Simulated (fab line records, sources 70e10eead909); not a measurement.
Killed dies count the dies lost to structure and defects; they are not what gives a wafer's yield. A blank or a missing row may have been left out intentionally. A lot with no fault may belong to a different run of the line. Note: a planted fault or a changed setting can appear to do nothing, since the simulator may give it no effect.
Which tool is to blame? | flow nand-harc | 36 wafers sampled from 12 lots at 1 step of a route of 1159

WHAT THE GAUGES SHOWED, per wafer
NHARC_P_ZERO_WELL_CD_MEAS_52 targets a cd of 2000 nm.
lot  | measured    | on        | cd-nm (nm)
L075 | day 1 23:44 | cd-sem-03 | 2001.5 2000.1 1997.3
L077 | day 2 11:51 | cd-sem-01 | 2001.7 2000.7 2001.4
L079 | day 2 23:40 | cd-sem-01 | 1997.3 2000.6 1997.5
L081 | day 3 11:47 | cd-sem-01 | 2001.7 2000.9 1999.6
L083 | day 3 23:46 | cd-sem-03 | 2000.4 1998.3 2000.2
L085 | day 4 11:59 | cd-sem-02 | 2002.5 2002.3 2000.9
L087 | day 4 23:30 | cd-sem-02 | 2000.0 1998.2 1999.6
L089 | day 5 11:39 | cd-sem-03 | 2001.4 1999.9 1999.6
L091 | day 5 23:53 | cd-sem-01 | 2000.3 1999.5 2000.2
L093 | day 6 11:43 | cd-sem-03 | 1999.3 1996.6 1997.6
L095 | day 6 23:23 | cd-sem-02 | 2001.3 1998.6 2002.3
L097 | day 7 11:40 | cd-sem-01 | 1998.7 1998.4 1998.6

TOOL THAT RAN EACH LOT (tool first, then ch and the chambers of the sampled wafers, then the start)
Record: no process step prior to these readings.

THE ANSWER, worked out from the rows above alone
Rule: usual is defined by the lots themselves. Put in order of their means at a reading, lots are off if they are a third of the lots or fewer, leave a main group of 4 or more, and stand apart from it by a gap of 3 or more times the standard deviation of the main group's means; of several such gaps the widest counts. The tables above print the reading to a certain number of digits; a main group whose means all agree to those digits is not used. A lot without any number at a reading at which 4 lots or more have one is off too. Where the step has rows for the other lots, those lots are counted as sound.
No lot is off at any reading shown: from this, nothing can be told.

WHAT THE SIMULATOR HAD PUT IN
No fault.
